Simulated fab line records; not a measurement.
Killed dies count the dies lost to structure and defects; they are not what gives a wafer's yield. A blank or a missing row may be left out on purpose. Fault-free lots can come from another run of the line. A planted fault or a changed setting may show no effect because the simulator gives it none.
Split-lot study | flow n5Finfet | 21 wafers read across 7 lots, on a route 1938 steps long

## THE SPLIT
At N5_BEOL_M0_SAQP_COAT_72 (time 60 s, resist thk 15 nm), the setting spinRpm was moved away from the recipe's 1500 rpm on 10 of the 21 wafers read, by -10.0% to +11.1%. For the rest of the wafers, this setting stayed at what the recipe calls for.

## FROM THE SPLIT TO THE READING: what the file shows between them, 6 steps
- N5_BEOL_M0_SAQP_COAT_87: time 60 s, resist thk 5 nm (also split here: tempC)
- N5_BEOL_M0_SAQP_COAT_34: resist thk 30 nm
- N5_BEOL_M0_SAQP_EBR_36
- N5_BEOL_M0_SAQP_DESCUM_45: chemistry O2, time 7 s
- N5_BEOL_M0_SAQP_ETCH_88: etches underlayer in N2/H2, target depth 6.5 nm, time 5.2 s
- N5_BEOL_M0_SAQP_ETCH_73: etches SiARC in CF4, target depth 19.5 nm, time 32.5 s

## THE READING
SiARC_of_BEOL_M0_SAQP_COAT_72.thkNm (the simulator's own value, which no gauge read), in nm, at N5_BEOL_M0_SAQP_CUT_ETCH_46 (etches SOC in N2/H2, target depth 135 nm, overetch 27 nm, time 202.5 s). The file gives no usual value for it. Across the 11 wafers here that went through the recipe, the average is 4.9 nm and the standard deviation 0.22 nm.

wafer  | tool, chamber at the split | spinRpm as run, rpm | against the recipe | SiARC_of_BEOL_M0_SAQP_COAT_72.thkNm, nm | against lot-mates on the recipe
L078.3 | lithoTrack-05, 0           | 1350                | -10.0%             | 6.2                                     | +1.4
L078.4 | lithoTrack-05, 0           | 1350                | -10.0%             | 5.8                                     | +1.0
L078.5 | lithoTrack-05, 0           | 1500                | recipe             | 4.8                                     | -
L079.1 | lithoTrack-03, 0           | 1500                | recipe             | 5.2                                     | -
L079.4 | lithoTrack-03, 0           | 1500                | recipe             | 5                                       | -
L079.6 | lithoTrack-03, 0           | 1500                | recipe             | 5                                       | -
L082.2 | lithoTrack-01, 0           | 1666                | +11.1%             | 4.2                                     | -0.8
L082.3 | lithoTrack-01, 0           | 1666                | +11.1%             | 4.2                                     | -0.8
L082.6 | lithoTrack-01, 0           | 1500                | recipe             | 5                                       | -
L084.2 | lithoTrack-03, 0           | 1500                | recipe             | 5                                       | -
L084.3 | lithoTrack-03, 0           | 1386                | -7.6%              | 5.4                                     | +0.4
L084.5 | lithoTrack-03, 0           | 1386                | -7.6%              | 5.4                                     | +0.4
L085.2 | lithoTrack-03, 0           | 1500                | recipe             | 4.4                                     | -
L085.3 | lithoTrack-03, 0           | 1447                | -3.5%              | 5.2                                     | +0.8
L085.6 | lithoTrack-03, 0           | 1447                | -3.5%              | 5.2                                     | +0.8
L090.1 | lithoTrack-05, 0           | 1500                | recipe             | 5                                       | -
L090.2 | lithoTrack-05, 0           | 1500                | recipe             | 4.6                                     | -
L090.4 | lithoTrack-05, 0           | 1545                | +3.0%              | 4.8                                     | +0.0
L092.2 | lithoTrack-01, 0           | 1571                | +4.7%              | 4.6                                     | -0.3
L092.5 | lithoTrack-01, 0           | 1500                | recipe             | 5                                       | -
L092.6 | lithoTrack-01, 0           | 1500                | recipe             | 4.8                                     | -

THE FIT
A straight line over all 21 wafers: SiARC_of_BEOL_M0_SAQP_COAT_72.thkNm changes by -0.0784 nm for each +1% of spinRpm; r = -0.90; the points scatter about the line by 0.21 nm.
The same after taking each lot's own level away (the mean of its wafers on the recipe; 21 wafers): -0.0872 nm for each +1%; r = -0.91; scatter 0.23 nm.
On that fit, the largest move of spinRpm shifts the reading by 0.96 nm.
Across the lots, their own levels run from 4.40 to 5.07 nm, a range of 3.1 times the standard deviation given above.
In other words, the slope is changed by the lot-to-lot level; the two fits disagree.
Check: -0.907 nm against its lot-mates is what the line predicts for one of the wafers moved furthest among these (+11.1%) when that wafer is left out of the fit. Against them it came out at -0.8 nm.

## OTHER SPLITS ON THESE WAFERS
Other splits were also applied to these wafers ahead of the reading. Each is held against what the fit with the lots' levels taken away leaves over:
other split on the same wafers       | wafers away from the commonest value | r with SiARC_of_BEOL_M0_SAQP_COAT_72.thkNm (lot level and that fit taken away)
N5_MOL_CONTACT_COAG_EXPOSE_81 doseMj | 4                                    | +0.02
N5_BEOL_M0_SAQP_PECVD_96 timeS       | 8                                    | +0.17
N5_BEOL_M0_SAQP_PECVD_04 timeS       | 7                                    | +0.22
N5_BEOL_M0_SAQP_COAT_87 tempC        | 3                                    | +0.02

## THE WHOLE CHAIN: every reading that the file lists as answering this split, in the file's order
step                        | what it does                                                           | reading                                                                              | change (the file's fit)                | r (the file's)
N5_BEOL_M0_SAQP_COAT_72     | time 60 s, resist thk 15 nm                                            | SiARC_of_BEOL_M0_SAQP_COAT_72.thkNm (the simulator's own value, which no gauge read) | -0.0759 nm for each +1% of the setting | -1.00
N5_BEOL_M0_SAQP_ETCH_73     | etches SiARC in CF4, target depth 19.5 nm, time 32.5 s                 | etch.depthNm (the simulator's own value, which no gauge read)                        | -0.0769 nm for each +1% of the setting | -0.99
N5_BEOL_M0_SAQP_CUT_ETCH_46 | etches SOC in N2/H2, target depth 135 nm, overetch 27 nm, time 202.5 s | SiARC_of_BEOL_M0_SAQP_COAT_72.thkNm (the simulator's own value, which no gauge read) | -0.0868 nm for each +1% of the setting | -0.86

## FILE'S OWN FIT
SiARC_of_BEOL_M0_SAQP_COAT_72.thkNm changes by -0.0868 nm for each +1% of spinRpm, r = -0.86.
